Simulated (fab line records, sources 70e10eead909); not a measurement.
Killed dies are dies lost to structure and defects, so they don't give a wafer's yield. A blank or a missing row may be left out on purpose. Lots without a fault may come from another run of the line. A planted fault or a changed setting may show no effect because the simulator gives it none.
Chamber matching | flow nand_harc | NHARC_A_BLC_ALD_23 on ald_metal-04: 4 sister chambers
The step deposits TiN, target thk 3 nm, pulse time 1 s, ald cycles 150. 8 wafers are shown with their chamber, then 10 later ones without.

WAFERS WITH THEIR CHAMBER
wafer  | chamber | heater_power_w (W) | heater_power_outer_w (W)
L076.2 | 2       | 1324               | 823
L077.4 | 2       | 1309               | 824
L080.2 | 3       | 1141               | 723
L079.1 | 3       | 1126               | 739
L079.3 | 1       | 1015               | 697
L079.4 | 0       | 880                | 603
L082.2 | 1       | 998                | 677
L082.3 | 0       | 885                | 616

WAFERS WITHOUT THEIR CHAMBER
wafer  | heater_power_w (W) | heater_power_outer_w (W)
L082.5 | 994                | 693
L087.1 | 1005               | 679
L087.4 | 1171               | 734
L087.5 | 1160               | 749
L092.2 | 1022               | 685
L092.5 | 1285               | 795
L092.6 | 997                | 682
L095.1 | 1189               | 779
L095.2 | 1279               | 795
L095.4 | 1006               | 674

WHICH CHAMBER EACH WENT THROUGH
wafer  | from the rows above | in truth
L082.5 | 1                   | 1
L087.1 | 1                   | 1
L087.4 | 3                   | 3
L087.5 | 3                   | 3
L092.2 | 1                   | 1
L092.5 | 2                   | 2
L092.6 | 1                   | 1
L095.1 | 3                   | 3
L095.2 | 2                   | 2
L095.4 | 1                   | 1
Placed correctly: 10 of 10. Can't be placed from these rows: 0. Placed wrongly: 0.
How it was worked out, from the rows above alone: a wafer's distance from a chamber is the root of the sum, over the readings, of the square of ((its reading less the chamber's mean) divided by the reading's scatter). The wafer belongs to the nearest chamber; if the next one is less than 2 further off, it can't be placed. A chamber's mean is the mean of its shown wafers. The scatter: the root of (the sum of the squares of (reading less its chamber's mean) over the shown wafers, divided by (wafers less chambers)).
